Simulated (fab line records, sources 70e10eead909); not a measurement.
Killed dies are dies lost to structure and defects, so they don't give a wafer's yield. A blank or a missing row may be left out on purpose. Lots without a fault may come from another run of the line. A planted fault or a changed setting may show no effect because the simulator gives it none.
Which tool did it? | flow nand_harc | 13 lots, 39 wafers sampled, at 5 steps of a route of 1302

WHAT THE GAUGES READ, wafer by wafer
NHARC_A_BLC_INSPECT_28.
lot  | measured     | on                | raw_defect_count
L483 | day 23 23:01 | defect_inspect-02 | 898 570 731
L488 | day 25 21:15 | defect_inspect-02 | 608 897 794
L492 | day 28 00:28 | defect_inspect-02 | 356 347 368
L493 | day 28 06:23 | defect_inspect-01 | 480 598 613
L494 | day 28 15:43 | defect_inspect-02 | 492 456 397
L496 | day 29 13:29 | defect_inspect-02 | 314 426 388
L498 | day 30 12:04 | defect_inspect-02 | 408 405 434
L497 | day 30 13:58 | defect_inspect-02 | 405 565 670
L500 | day 30 18:27 | defect_inspect-02 | 546 461 507
L499 | day 30 20:22 | defect_inspect-01 | 527 415 387
L501 | day 31 11:40 | defect_inspect-01 | 473 544 607
L502 | day 32 02:58 | defect_inspect-02 | 599 422 523
L503 | day 33 02:35 | defect_inspect-01 | 453 453 446

NHARC_END_SORT_01.
lot  | measured     | on        | defect_limited_yield (%) | killed_at_array | killed_at_other | killed_at_periphery | killed_dies | killed_open | killed_short
L483 | day 25 15:22 | prober-01 | 93 93 93                 | 44 40 42        | 1 0 0           | 1 9 5               | 46 49 47    | 1 4 2       | 3 3 1
L488 | day 27 16:37 | prober-01 | 84 88 87                 | 97 73 84        | 1 2 2           | 9 4 4               | 107 79 90   | 7 1 0       | 2 1 1
L492 | day 29 18:00 | prober-01 | 95 95 96                 | 21 30 21        | 1 1 2           | 10 3 6              | 32 34 29    | 4 3 2       | 3 2 0
L493 | day 30 02:36 | prober-02 | 86 84 88                 | 84 93 78        | 2 5 3           | 8 8 2               | 94 106 83   | 6 4 4       | 2 3 2
L494 | day 30 12:51 | prober-01 | 94 93 92                 | 34 44 47        | 1 2 0           | 3 2 4               | 38 48 51    | 4 4 5       | 2 3 1
L496 | day 31 08:02 | prober-02 | 95 96 96                 | 27 19 20        | 3 3 2           | 7 5 6               | 37 27 28    | 5 2 3       | 0 3 2
L498 | day 32 04:19 | prober-02 | 88 89 89                 | 74 71 76        | 0 0 0           | 4 4 0               | 78 75 76    | 6 1 2       | 5 4 1
L497 | day 32 05:06 | prober-01 | 92 90 92                 | 53 59 55        | 2 1 0           | 1 6 1               | 56 66 56    | 3 4 4       | 3 3 3
L500 | day 32 17:29 | prober-01 | 94 92 92                 | 41 53 52        | 0 0 1           | 0 1 3               | 41 54 56    | 1 1 6       | 0 3 2
L499 | day 33 01:20 | prober-01 | 88 86 88                 | 80 88 80        | 2 0 0           | 2 4 1               | 84 92 81    | 0 7 2       | 4 3 4
L501 | day 33 03:21 | prober-02 | 91 94 92                 | 53 41 44        | 5 1 3           | 4 2 8               | 62 44 55    | 6 3 4       | 3 0 2
L502 | day 33 21:01 | prober-01 | 89 88 86                 | 74 74 88        | 0 0 0           | 2 5 5               | 76 79 93    | 6 1 6       | 1 0 1
L503 | day 34 19:59 | prober-02 | 89 91 91                 | 73 59 59        | 1 0 2           | 3 3 0               | 77 62 61    | 7 5 2       | 2 2 5

WHICH TOOL RAN EACH LOT (tool, then ch and the chambers of the sampled wafers, then the start)
lot  | NHARC_A_BLC_PVD_32                      | NHARC_A_M0_ETCH_34                 | NHARC_A_M0_PVD_21
L483 | pvd_sputter-03, day 23 23:01 or earlier | rie_diel-01 ch 0,1, day 24 00:12   | pvd_sputter-02, day 25 15:22 or earlier
L488 | pvd_sputter-01, day 25 21:15 or earlier | rie_diel-13 ch 0,3, day 25 22:26   | pvd_sputter-02, day 27 16:37 or earlier
L492 | pvd_sputter-03, day 28 00:28 or earlier | rie_diel-13 ch 1,2,3, day 28 01:38 | pvd_sputter-02, day 29 18:00 or earlier
L493 | pvd_sputter-03, day 28 06:23 or earlier | rie_diel-13 ch 0,2,3, day 28 07:35 | pvd_sputter-01, day 30 02:36 or earlier
L494 | pvd_sputter-01, day 28 15:43 or earlier | rie_diel-13 ch 0,2, day 28 16:54   | pvd_sputter-02, day 30 12:51 or earlier
L496 | pvd_sputter-02, day 29 13:29 or earlier | rie_diel-13 ch 0,3, day 29 14:31   | pvd_sputter-02, day 31 08:02 or earlier
L498 | pvd_sputter-02, day 30 12:04 or earlier | rie_diel-01 ch 0,1,3, day 30 13:14 | pvd_sputter-01, day 32 04:19 or earlier
L497 | pvd_sputter-02, day 30 13:58 or earlier | rie_diel-13 ch 0,3, day 30 15:01   | pvd_sputter-02, day 32 05:06 or earlier
L500 | pvd_sputter-02, day 30 18:27 or earlier | rie_diel-08 ch 1,3, day 30 19:38   | pvd_sputter-03, day 32 17:29 or earlier
L499 | pvd_sputter-02, day 30 20:22 or earlier | rie_diel-13 ch 0,2,3, day 30 21:33 | pvd_sputter-02, day 33 01:20 or earlier
L501 | pvd_sputter-03, day 31 11:40 or earlier | rie_diel-13 ch 0,2,3, day 31 12:50 | pvd_sputter-02, day 33 03:21 or earlier
L502 | pvd_sputter-03, day 32 02:58 or earlier | rie_diel-08 ch 1,3, day 32 04:04   | pvd_sputter-01, day 33 21:01 or earlier
L503 | pvd_sputter-02, day 33 02:35 or earlier | rie_diel-13 ch 2,3, day 33 03:45   | pvd_sputter-02, day 34 19:59 or earlier
- NHARC_A_BLC_PVD_32: deposits Ti, target thk 5 nm, time 17.7 s.
- NHARC_A_M0_ETCH_34: etches the open film in N2/H2, target depth 40 nm, overetch 12 nm, time 43.94 s.
- NHARC_A_M0_PVD_21: deposits Cu, target thk 30 nm, time 20.49 s.

WHAT THE TOOLS THEMSELVES READ (means of the sampled wafers that have a number; where no wafer has one, the mark that the record gives instead)
NHARC_A_BLC_PVD_32.
lot  | tool           | throttle_valve_pct (%)
L483 | pvd_sputter-03 | 30.3
L488 | pvd_sputter-01 | 30.6
L492 | pvd_sputter-03 | 29.2
L493 | pvd_sputter-03 | 30.4
L494 | pvd_sputter-01 | 30.2
L496 | pvd_sputter-02 | 31.7
L498 | pvd_sputter-02 | 31.9
L497 | pvd_sputter-02 | 32.1
L500 | pvd_sputter-02 | 32.3
L499 | pvd_sputter-02 | 30.9
L501 | pvd_sputter-03 | 29.4
L502 | pvd_sputter-03 | 30.0
L503 | pvd_sputter-02 | 31.2

NHARC_A_M0_ETCH_34.
lot  | tool        | drypump_motor_current_A (A) | oes_product_au (a.u.) | rf_vpp_V (V) | showerhead_plenum_p_Torr (Torr) | throttle_valve_pct (%)
L483 | rie_diel-01 | 5.7                         | 0.988                 | 430.0        | 2.01                            | 14.171
L488 | rie_diel-13 | 6.1                         | 0.954                 | 431.4        | 2.05                            | 14.171
L492 | rie_diel-13 | 5.8                         | 1.004                 | 431.7        | 2.08                            | 14.169
L493 | rie_diel-13 | 6.3                         | 1.006                 | 430.9        | 2.04                            | 14.171
L494 | rie_diel-13 | 6.4                         | 1.005                 | 429.0        | 2.03                            | 14.169
L496 | rie_diel-13 | 6.2                         | 1.007                 | 431.0        | 2.05                            | 14.186
L498 | rie_diel-01 | 5.6                         | 1.005                 | 430.9        | 2.07                            | 14.175
L497 | rie_diel-13 | 6.1                         | 1.002                 | 431.4        | 2.05                            | 14.177
L500 | rie_diel-08 | 5.8                         | 0.993                 | 429.7        | 2.01                            | 14.172
L499 | rie_diel-13 | 6.3                         | 1.002                 | 430.7        | 2.04                            | 14.176
L501 | rie_diel-13 | 6.3                         | 1.002                 | 430.9        | 2.04                            | 14.167
L502 | rie_diel-08 | 6.2                         | 0.991                 | 428.7        | 1.99                            | 14.171
L503 | rie_diel-13 | 6.3                         | 0.994                 | 431.8        | 2.05                            | 14.179

NHARC_A_M0_PVD_21.
lot  | tool           | throttle_valve_pct (%)
L483 | pvd_sputter-02 | 30.8
L488 | pvd_sputter-02 | 32.2
L492 | pvd_sputter-02 | 32.2
L493 | pvd_sputter-01 | 31.3
L494 | pvd_sputter-02 | 31.4
L496 | pvd_sputter-02 | 30.8
L498 | pvd_sputter-01 | 30.7
L497 | pvd_sputter-02 | 31.0
L500 | pvd_sputter-03 | 30.0
L499 | pvd_sputter-02 | 31.8
L501 | pvd_sputter-02 | 32.0
L502 | pvd_sputter-01 | 31.0
L503 | pvd_sputter-02 | 31.9

THE ANSWER, worked out from the rows above alone
Rule: what is usual is taken from the lots themselves. Put in order of their means at a reading, lots are off if they are a third of the lots or fewer, leave a main group of 4 or more, and stand apart from it by a gap of 3 or more times the standard deviation of the main group's means; of several such gaps the widest counts. A main group whose means are all the same, to the digits that the tables above print for the reading, isn't used. A lot without any number at a reading at which 4 lots or more have one is off too. The other lots that the step has rows for count as sound. The gauges are gone through in route order, then the tools' own readings, and for those a lot's mean is taken as printed above. The first step at which some lot is off is used, and at that step the reading that is off furthest; a lot without a number counts as furthest.
Off: L488, at NHARC_A_M0_ETCH_34 (oes_product_au). The main group: mean 1.000 a.u., standard deviation 0.0063.
A tool fits if, at that step or a process step before it, it ran every lot that is off, and no sound lot after the first of them. NHARC_A_BLC_PVD_32 gives no start for some lots, so the hours and the order of its lots are those of NHARC_A_BLC_INSPECT_28. None of those tried fits.

WHAT THE SIMULATOR HAD PUT IN
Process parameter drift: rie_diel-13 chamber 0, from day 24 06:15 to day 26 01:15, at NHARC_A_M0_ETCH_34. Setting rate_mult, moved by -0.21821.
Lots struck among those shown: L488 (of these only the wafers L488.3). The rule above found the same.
